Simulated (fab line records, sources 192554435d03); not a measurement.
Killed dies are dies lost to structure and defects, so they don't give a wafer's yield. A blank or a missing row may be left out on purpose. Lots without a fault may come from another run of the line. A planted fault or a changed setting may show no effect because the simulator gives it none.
Which tool did it? | flow n5_finfet | 10 lots, 30 wafers sampled, at 1 step of a route of 1938

WHAT THE GAUGES READ, wafer by wafer
N5_BEOL_M0_SAQP_OVL_MEAS_15.
lot  | measured     | on         | M0_CORE_OVL (nm)
L391 | day 5 14:33  | overlay-02 | 0.0 -0.3 -0.5
L393 | day 5 21:58  | overlay-02 | 1.0 0.0 0.7
L394 | day 6 07:07  | overlay-02 | -0.1 0.1 0.8
L395 | day 6 09:56  | overlay-02 | -0.6 -0.4 -0.7
L400 | day 7 14:20  | overlay-01 | 0.8 -0.1 0.0
L405 | day 8 23:35  | overlay-01 | 0.9 -0.1 1.1
L407 | day 9 09:59  | overlay-01 | 0.8 1.5 0.7
L411 | day 10 05:53 | overlay-01 | 0.3 0.3 1.1
L412 | day 10 15:32 | overlay-02 | 0.7 0.5 0.5
L413 | day 10 20:59 | overlay-01 | 0.7 0.0 0.7

WHICH TOOL RAN EACH LOT (tool, then ch and the chambers of the sampled wafers, then the start)
The record holds no process step before these readings.

THE ANSWER, worked out from the rows above alone
Rule: what is usual is taken from the lots themselves. Put in order of their means at a reading, lots are off if they are a third of the lots or fewer, leave a main group of 4 or more, and stand apart from it by a gap of 3 or more times the standard deviation of the main group's means; of several such gaps the widest counts. A main group whose means are all the same, to the digits that the tables above print for the reading, isn't used. A lot without any number at a reading at which 4 lots or more have one is off too. The other lots that the step has rows for count as sound.
No lot is off at any reading shown: from this, nothing can be told.

WHAT THE SIMULATOR HAD PUT IN
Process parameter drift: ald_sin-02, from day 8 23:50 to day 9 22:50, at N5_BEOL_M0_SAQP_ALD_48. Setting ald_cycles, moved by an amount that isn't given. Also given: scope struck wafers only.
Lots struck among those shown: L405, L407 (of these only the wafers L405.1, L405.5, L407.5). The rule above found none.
